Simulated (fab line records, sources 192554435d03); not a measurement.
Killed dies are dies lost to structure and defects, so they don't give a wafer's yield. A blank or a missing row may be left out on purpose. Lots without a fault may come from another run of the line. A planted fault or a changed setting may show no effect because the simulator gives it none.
A struck lot beside a sound one | flow n5_finfet | 36 steps out of a route of 1938
Sound: wafers L436.4, L436.5, L436.6. Struck: wafers L421.2, L421.3, L421.5. The cause comes at the end.
At each step with rows: each side's tool, then ch and its chambers, then its first start. Under that, the readings that differ: sound wafers | struck wafers | difference of the means | sigmas: that difference in standard deviations of wafers without a fault.
alike: readings whose means differ by less than 2 such deviations, and words and numbers that are the same on both sides. not compared: withheld readings, readings that some wafer has no value for, bounds like >300 that may hide the same value, and numbers for which the record gives no deviation and whose values overlap.
The two part at a step that has a row with sigmas, a row that says differs or no value, or rows on one side only. Numbers that don't overlap but have no deviation are shown without sigmas and don't part them. A reading that every wafer of one side lacks parts them only if that side has two wafers or more.

first, 9 steps without rows for these wafers: N5_BEOL_M4_ANNEAL_95 (time 240 s); N5_BEOL_M4_SPUTTER_96 (material Cu, target thk 4.5 nm, time 8.29 s); N5_BEOL_M4_ECD_50 (material Cu, target thk 300 nm); N5_BEOL_M4_ANNEAL_51 (time 90 s); N5_BEOL_M4_CMP_52 (polishes, stops on SiOC, t overpolish 6.8 s, target thk 40 nm); N5_BEOL_M4_PRE_CLEAN_60 (time 15 s); N5_BEOL_M4_CO_CAP_55 (material Co, precursor CCTBA/H2, target thk 2 nm, time 102.1 s); N5_BEOL_M4_PRE_CLEAN_56 (time 15 s); N5_BEOL_M4_DEP_57 (deposits SiCN from 3MS/NH3, target thk 8 nm, time 14 s).
N5_BEOL_M4_RC_MEAS_101:
  sound on prober-01 ch 0, day 14 07:03; struck on prober-02 ch 0, day 9 17:34
  alike: DIBL_N, DIBL_P, IOFF_N, IOFF_P, ION_N, ION_P, SS_N, SS_P, VT_N, VT_P
then, 24 steps without rows for these wafers: N5_BEOL_M5_ILD_DEP_00 (deposits SiCOH lowk from DEMS/porogen, target thk 140.64 nm, time 25.9 s); N5_BEOL_M5_CURE_79 (cures SiCOH lowk, time 240 s); N5_BEOL_M5_PECVD_70 (deposits SiO2 from TEOS/O2, target thk 16 nm, time 18 s); N5_BEOL_M5_HM_DEP_02 (deposits TiN, target thk 20 nm); N5_BEOL_M5_COAT_59 (time 60 s, resist thk 60 nm); N5_BEOL_M5_COAT_60 (time 60 s, resist thk 12 nm); N5_BEOL_M5_COAT_71 (time 60 s, resist thk 5 nm); N5_BEOL_M5_COAT_05 (resist thk 30 nm); N5_BEOL_M5_EBR_07; N5_BEOL_M5_SOFTBAKE_06 (time 60 s); N5_BEOL_M5_EXPOSE_08 (exposes mask M5, target cd 28 nm); N5_BEOL_M5_PEB_09 (peb time 60 s); N5_BEOL_M5_DEVELOP_10 (develop time 30 s); N5_BEOL_M5_DESCUM_16 (chemistry O2, time 7 s); N5_BEOL_M5_ETCH_72 (etches underlayer in N2/H2, target depth 6.5 nm, time 5.2 s); N5_BEOL_M5_ETCH_61 (etches SiARC in CF4, target depth 15.6 nm, time 26 s); N5_BEOL_M5_ETCH_62 (etches SOC in N2/H2, target depth 75 nm, overetch 15 nm, time 112.5 s); N5_BEOL_M5_STRIP_63 (strips in N2/H2); N5_BEOL_M5_STRIP_73 (strips in N2/H2); N5_BEOL_M5_STRIP_64 (strips in CF4); N5_BEOL_M5_HM_OPEN_17 (chemistry Cl2/BCl3, target TiN, target depth 20 nm, overetch 6 nm); N5_BEOL_M5_STRIP_19 (strips in O2); N5_BEOL_M5_COAT_65 (time 60 s, resist thk 60 nm); N5_BEOL_M5_COAT_66 (time 60 s, resist thk 12 nm).
-- the record jumps here: 4 days lie between the struck wafers' starts before and after (it left off in module BEOL_M5 and takes up again in module BEOL_M14, whose first step shown is number 1751 of the route) --
N5_BEOL_M14_ETCH_68: etches SOC in N2/H2, time 450 s.
  sound on rie_diel-01 ch 0,2,3, day 17 18:44; struck on rie_diel-04 ch 0,2, day 13 19:32
  no value came back on the struck wafers for any of 8 readings (bias_w (W), chamber_pressure_mTorr (mTorr) and others); on the sound wafers bias_w (W) reads 349.6 349.3 351.4
  reading                                     | sound        | struck            | difference | sigmas
  model.coat_of_BEOL_M14_COAT_22.thk_nm (nm)  | 0 0 0        | 211.4 210.8 211.2 | +211.1     |
  model.SiARC_of_BEOL_M14_COAT_66.thk_nm (nm) | 64.2 64 64.2 | 110 110.4 110.2   | +46        |
  not compared: rf_hours_counter_h
N5_PASSIVATION_PROBE_49:
  sound on prober-02, day 19 02:17; struck on prober-02, day 15 03:55
  reading                  | sound          | struck         | difference | sigmas
  defect_limited_yield (%) | 89.8 91.5 92.1 | 0 0 0          | -91        | -61
  killed_at_M4_up          | 19 13 19       | 1064 1085 1093 | +1064      | +99 or more
  killed_at_other          | 16 12 5        | 2 2 2          | -9         | -3
  killed_dies              | 120 100 93     | 1180 1180 1180 | +1076      | +60
  killed_on_rim            | 12 12 16       | 152 152 152    | +139       | +33
  sort_bin_5_function (%)  | 5.8 5.0 4.8    | 95.9 96.6 96.3 | +91.1      | +96
  sort_n_pass              | 1060 1080 1087 | 0 0 0          | -1076      | -60
  sort_yield_pct (%)       | 89.8 91.5 92.1 | 0 0 0          | -91        | -61
  alike: killed_at_M0_to_M3, killed_at_contacts, killed_at_front_end, killed_open, killed_short, sort_bin_6_memory

WHERE THEY PART
First at N5_BEOL_M14_ETCH_68; last, within this record, at N5_PASSIVATION_PROBE_49.

WHY: what the simulator had put in
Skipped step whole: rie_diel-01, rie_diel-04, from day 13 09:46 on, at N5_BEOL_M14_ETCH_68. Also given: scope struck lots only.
